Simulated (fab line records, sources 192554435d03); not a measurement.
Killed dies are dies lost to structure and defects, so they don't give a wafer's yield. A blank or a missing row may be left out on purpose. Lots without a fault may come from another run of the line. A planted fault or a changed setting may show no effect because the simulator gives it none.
Chamber matching | flow n5_finfet | N5_ILD0_CMP_03 on cmp-03: 4 sister chambers
The step polishes, stops on SiNx, t overpolish 1.9 s, target thk 197.38 nm. 7 wafers are shown with their chamber, then 7 later ones without.

WAFERS WITH THEIR CHAMBER
wafer  | chamber | motor_current_A (A) | time_to_endpoint_s (s)
L078.1 | 2       | 12.0                | 64
L078.4 | 0       | 11.6                | 63
L080.2 | 1       | 12.1                | 63
L080.3 | 3       | 14.6                | 66
L080.6 | 0       | 11.2                | 70
L081.3 | 3       | 15.2                | 68
L081.5 | 1       | 12.4                | 65

WAFERS WITHOUT THEIR CHAMBER
wafer  | motor_current_A (A) | time_to_endpoint_s (s)
L081.6 | 11.9                | 70
L083.2 | 12.4                | 75
L083.3 | 15.2                | 75
L083.6 | 15.0                | 72
L085.1 | 14.5                | 77
L085.2 | 12.6                | 77
L085.3 | 10.6                | 77

WHICH CHAMBER EACH WENT THROUGH
wafer  | from the rows above          | in truth
L081.6 | can't be placed: 0 or 2 or 1 | 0
L083.2 | can't be placed: 1 or 2 or 0 | 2
L083.3 | 3                            | 3
L083.6 | 3                            | 3
L085.1 | 3                            | 3
L085.2 | can't be placed: 1 or 2 or 0 | 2
L085.3 | can't be placed: 0 or 2      | 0
Placed correctly: 3 of 7. Can't be placed from these rows: 4 (the true chamber is among the candidates in 4). Placed wrongly: 0.
How it was worked out, from the rows above alone: a wafer's distance from a chamber is the root of the sum, over the readings, of the square of ((its reading less the chamber's mean) divided by the reading's scatter). The wafer belongs to the nearest chamber; if the next one is less than 2 further off, it can't be placed. A chamber's mean is the mean of its shown wafers. The scatter: the root of (the sum of the squares of (reading less its chamber's mean) over the shown wafers, divided by (wafers less chambers)).
